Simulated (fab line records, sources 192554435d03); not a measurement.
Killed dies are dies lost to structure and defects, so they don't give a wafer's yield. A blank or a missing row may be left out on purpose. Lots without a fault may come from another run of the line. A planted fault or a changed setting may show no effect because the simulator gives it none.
A struck lot beside a sound one | flow n5_finfet | 15 steps out of a route of 1938
Sound: wafers L547.1, L547.4, L547.5. Struck: wafer L558.5. (L558.4 of the same lot was not struck and is left out.) The cause comes at the end.
At each step with rows: each side's tool, then ch and its chambers, then its first start. Under that, the readings that differ: sound wafers | struck wafers | difference of the means | sigmas: that difference in standard deviations of wafers without a fault.
alike: readings whose means differ by less than 2 such deviations, and words and numbers that are the same on both sides. not compared: withheld readings, readings that some wafer has no value for, bounds like >300 that may hide the same value, and numbers for which the record gives no deviation and whose values overlap.
The two part at a step that has a row with sigmas, a row that says differs or no value, or rows on one side only. Numbers that don't overlap but have no deviation are shown without sigmas and don't part them. A reading that every wafer of one side lacks parts them only if that side has two wafers or more.

first, 8 steps without rows for these wafers: N5_BEOL_M6_COAT_59 (time 60 s, resist thk 100 nm); N5_BEOL_M6_COAT_60 (time 60 s, resist thk 35 nm); N5_BEOL_M6_COAT_05 (resist thk 90 nm); N5_BEOL_M6_EBR_07; N5_BEOL_M6_SOFTBAKE_06 (time 60 s); N5_BEOL_M6_EXPOSE_08 (exposes mask M6); N5_BEOL_M6_PEB_09 (peb time 60 s); N5_BEOL_M6_DEVELOP_10 (develop time 30 s).
N5_BEOL_M6_CD_MEAS_11: target cd 38.5 nm.
  sound on cd_sem-03 ch 0, day 10 12:57; struck on cd_sem-01 ch 0, day 12 20:07
  alike: cd_nm
N5_BEOL_M6_OVL_MEAS_12:
  sound on overlay-01 ch 0, day 10 12:59; struck on overlay-01 ch 0, day 12 20:09
  alike: M6_OVL
N5_BEOL_M6_INSPECT_13: inspects for defects (brightfield).
  sound on defect_inspect-02, day 10 13:01; struck on defect_inspect-01, day 12 20:10
  alike: raw_defect_count
N5_BEOL_M6_DESCUM_16: chemistry O2, time 7.9 s.
  sound on rie_diel-03 ch 1,2, day 10 13:02; struck on rie_diel-02 ch 0, day 12 20:20
  reading                         | sound             | struck | difference | sigmas
  rf_vpp_V (V)                    | 243.3 242.7 242.5 | 239.2  | -3.6       | -3
  showerhead_plenum_p_Torr (Torr) | 2.04 2.09 2.04    | 1.89   | -0.17      | -2
  alike: drypump_motor_current_A, oes_product_au, throttle_valve_pct
  not compared: rf_hours_counter_h
N5_BEOL_M6_ETCH_61: etches SiARC in CF4, target depth 45.5 nm, time 75.8 s.
  sound on rie_diel-03 ch 1,2, day 10 13:05; struck on rie_diel-02 ch 0, day 12 20:22
  reading                         | sound          | struck | difference | sigmas
  etch_rf_on_time_s (s)           | 72.8 77.0 73.2 | 49.3   | -25.0      | -15
  showerhead_plenum_p_Torr (Torr) | 2.11 2.14 2.11 | 1.96   | -0.16      | -2
  alike: bias_w, drypump_motor_current_A, oes_product_au, rf_vpp_V, throttle_valve_pct
  not compared: rf_hours_counter_h
N5_BEOL_M6_ETCH_62: etches SOC in N2/H2, target depth 110 nm, overetch 22 nm, time 165 s.
  sound on rie_diel-03 ch 1,2, day 10 13:08; struck on rie_diel-02 ch 0, day 12 20:26
  reading                | sound             | struck | difference | sigmas
  throttle_valve_pct (%) | 17.39 17.74 17.41 | 17.99  | +0.48      | +2
  alike: bias_w, drypump_motor_current_A, oes_product_au, rf_vpp_V, showerhead_plenum_p_Torr
  not compared: rf_hours_counter_h
-- the record jumps here: 4 days lie between the struck wafers' starts before and after (it left off in module BEOL_M6 and takes up again in module PASSIVATION, whose first step shown is number 1936 of the route) --
N5_PASSIVATION_PROBE_49:
  sound on prober-01, day 14 16:28; struck on prober-02, day 16 22:47
  reading                  | sound          | struck | difference | sigmas
  defect_limited_yield (%) | 92.4 90.4 92.0 | 88.8   | -2.8       | -2
  killed_dies              | 90 113 94      | 132    | +33        | +2
  killed_short             | 24 40 39       | 51     | +17        | +2
  sort_bin_5_function (%)  | 4.4 5.8 4.7    | 6.9    | +1.9       | +2
  sort_n_pass              | 1090 1067 1086 | 1048   | -33        | -2
  sort_yield_pct (%)       | 92.4 90.4 92.0 | 88.8   | -2.8       | -2
  alike: killed_at_M0_to_M3, killed_at_M4_up, killed_at_contacts, killed_at_front_end, killed_at_other, killed_on_rim, killed_open, sort_bin_6_memory, sort_bin_8_speed

WHERE THEY PART
First at N5_BEOL_M6_DESCUM_16; last, within this record, at N5_PASSIVATION_PROBE_49.

WHY: what the simulator had put in
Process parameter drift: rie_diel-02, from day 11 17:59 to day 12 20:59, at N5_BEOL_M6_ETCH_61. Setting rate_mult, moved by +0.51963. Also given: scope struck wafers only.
